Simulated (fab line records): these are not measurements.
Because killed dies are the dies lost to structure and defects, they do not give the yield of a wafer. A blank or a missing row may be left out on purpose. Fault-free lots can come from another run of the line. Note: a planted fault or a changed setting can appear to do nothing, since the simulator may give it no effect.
Chamber matching -- flow n5 finfet -- N5_BEOL_M4_PECVD_72 on pecvd-03: 3 sister chambers
The step deposits SiO2 from TEOS/O2, target thk 16 nm, time 18 s. 6 wafers are shown with their chamber, then 9 later ones without.

WAFERS WITH THEIR CHAMBER
wafer,chamber,throttle valve pct (%),showerhead plenum p Torr (Torr)
L075.6,2,21.7,8.80
L079.6,2,21.5,8.79
L080.4,1,22.6,8.69
L084.2,0,24.3,8.86
L084.3,1,22.7,8.69
L084.6,0,24.2,8.85

WAFERS WITH NO CHAMBER GIVEN
wafer,throttle valve pct (%),showerhead plenum p Torr (Torr)
L085.2,24.4,8.82
L085.4,22.8,8.69
L085.5,21.9,8.78
L088.1,24.3,8.83
L088.5,22.0,8.78
L088.6,22.9,8.69
L095.2,22.6,8.69
L095.5,22.3,8.79
L095.6,24.5,8.86

EACH ONE'S CHAMBER
wafer,from the rows above,in truth
L085.2,0,0
L085.4,1,1
L085.5,2,2
L088.1,0,0
L088.5,2,2
L088.6,1,1
L095.2,1,1
L095.5,2,2
L095.6,0,0
Correctly placed: 9 of 9. Not placeable from these rows: 0. Placed wrongly: 0.
How it was worked out, from the rows above alone: a wafer's distance from a chamber is the root of the sum, over the readings, of the square of ((its reading less the chamber's mean) divided by the reading's scatter). The wafer belongs to the nearest chamber; if the next one is less than 2 further off, it can't be placed. A chamber's mean is the mean of its shown wafers. The scatter is the square root of a quotient: the sum, over the shown wafers, of each reading's squared deviation from its chamber's mean, divided by wafers minus chambers.
